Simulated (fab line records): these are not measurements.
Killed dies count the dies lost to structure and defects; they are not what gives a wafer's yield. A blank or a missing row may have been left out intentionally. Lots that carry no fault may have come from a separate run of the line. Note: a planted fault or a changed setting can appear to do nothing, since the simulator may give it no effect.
Matching of chambers / flow n5_finfet / N5_BEOL_M15_DESCUM_15 on rie_diel-04 has 3 sister chambers
The step chemistry O2, time 7.9 s. 3 wafers are shown with their chamber, then 8 later ones without.

## EACH WAFER AND ITS CHAMBER
wafer=L694.6; chamber=3; showerhead_plenum_p_Torr (Torr)=2.22
wafer=L692.6; chamber=1; showerhead_plenum_p_Torr (Torr)=2.03
wafer=L695.1; chamber=0; showerhead_plenum_p_Torr (Torr)=2.01

## WAFERS WHOSE CHAMBER IS MISSING
wafer=L695.2; showerhead_plenum_p_Torr (Torr)=2.03
wafer=L695.6; showerhead_plenum_p_Torr (Torr)=2.02
wafer=L700.2; showerhead_plenum_p_Torr (Torr)=2.21
wafer=L700.3; showerhead_plenum_p_Torr (Torr)=2.00
wafer=L700.4; showerhead_plenum_p_Torr (Torr)=2.02
wafer=L702.3; showerhead_plenum_p_Torr (Torr)=2.02
wafer=L702.4; showerhead_plenum_p_Torr (Torr)=2.21
wafer=L702.5; showerhead_plenum_p_Torr (Torr)=2.00

## CHAMBER TAKEN BY EACH
wafer=L695.2; from the rows above=1; in truth=1
wafer=L695.6; from the rows above=can't be placed: 1 or 0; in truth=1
wafer=L700.2; from the rows above=3; in truth=3
wafer=L700.3; from the rows above=0; in truth=0
wafer=L700.4; from the rows above=can't be placed: 1 or 0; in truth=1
wafer=L702.3; from the rows above=can't be placed: 1 or 0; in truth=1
wafer=L702.4; from the rows above=3; in truth=3
wafer=L702.5; from the rows above=0; in truth=0
Correctly placed: 5 of 8. Can't be placed from these rows: 3 (the true chamber is among the candidates in 3). Number placed wrongly: 0.
How it was worked out, from the rows above alone: a wafer's distance from a chamber is the root of the sum, over the readings, of the square of ((its reading less the chamber's mean) divided by the reading's scatter). The wafer belongs to the nearest chamber; if the next one is less than 2 further off, it can't be placed. The mean given for a chamber averages the wafers shown for that chamber. The scatter: with one shown wafer a chamber, the root of the mean of the squares of how far each hidden wafer lies from its nearest shown one.
